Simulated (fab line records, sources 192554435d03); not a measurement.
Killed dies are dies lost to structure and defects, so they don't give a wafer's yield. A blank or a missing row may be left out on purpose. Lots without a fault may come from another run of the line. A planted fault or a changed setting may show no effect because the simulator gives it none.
Which tool did it? | flow n5_finfet | 10 lots, 30 wafers sampled, at 2 steps of a route of 1938

WHAT THE GAUGES READ, wafer by wafer
N5_BEOL_M3_THK_MEAS_53: measures by xrf.
lot  | measured     | on            | M3_THK (nm)
L075 | day 7 20:22  | film_metro-02 | 37.9 37.9 39.0
L078 | day 9 05:28  | film_metro-01 | 39.5 38.9 42.4
L079 | day 9 06:27  | film_metro-01 | 38.4 40.8 39.5
L082 | day 9 20:06  | film_metro-01 | 37.6 39.2 40.6
L086 | day 11 02:41 | film_metro-02 | 38.1 38.1 40.7
L088 | day 11 08:28 | film_metro-02 | 33.6 36.4 39.5
L090 | day 11 12:46 | film_metro-01 | 38.5 38.0 37.8
L089 | day 11 17:59 | film_metro-01 | 35.7 38.0 40.2
L093 | day 13 03:25 | film_metro-02 | 38.3 39.3 40.6
L096 | day 13 11:17 | film_metro-02 | 39.2 38.9 37.2

WHICH TOOL RAN EACH LOT (tool, then ch and the chambers of the sampled wafers, then the start)
lot  | N5_BEOL_M3_CMP_52
L075 | cmp-03 ch 0,1,3, day 7 20:04
L078 | cmp-01 ch 1,2,3, day 9 05:12
L079 | cmp-01 ch 0,1,2, day 9 06:10
L082 | cmp-01 ch 1,2, day 9 19:50
L086 | cmp-01 ch 0,2, day 11 02:26
L088 | cmp-03 ch 0,2, day 11 08:13
L090 | cmp-04 ch 0,1,2, day 11 12:28
L089 | cmp-04 ch 0,1,3, day 11 17:41
L093 | cmp-04 ch 0,2, day 13 03:09
L096 | cmp-01 ch 0,2,3, day 13 11:04
- N5_BEOL_M3_CMP_52: polishes, stops on SiOC, t overpolish 6.8 s, target thk 40 nm.

THE ANSWER, worked out from the rows above alone
Rule: what is usual is taken from the lots themselves. Put in order of their means at a reading, lots are off if they are a third of the lots or fewer, leave a main group of 4 or more, and stand apart from it by a gap of 3 or more times the standard deviation of the main group's means; of several such gaps the widest counts. A main group whose means are all the same, to the digits that the tables above print for the reading, isn't used. A lot without any number at a reading at which 4 lots or more have one is off too. The other lots that the step has rows for count as sound.
No lot is off at any reading shown: from this, nothing can be told.

WHAT THE SIMULATOR HAD PUT IN
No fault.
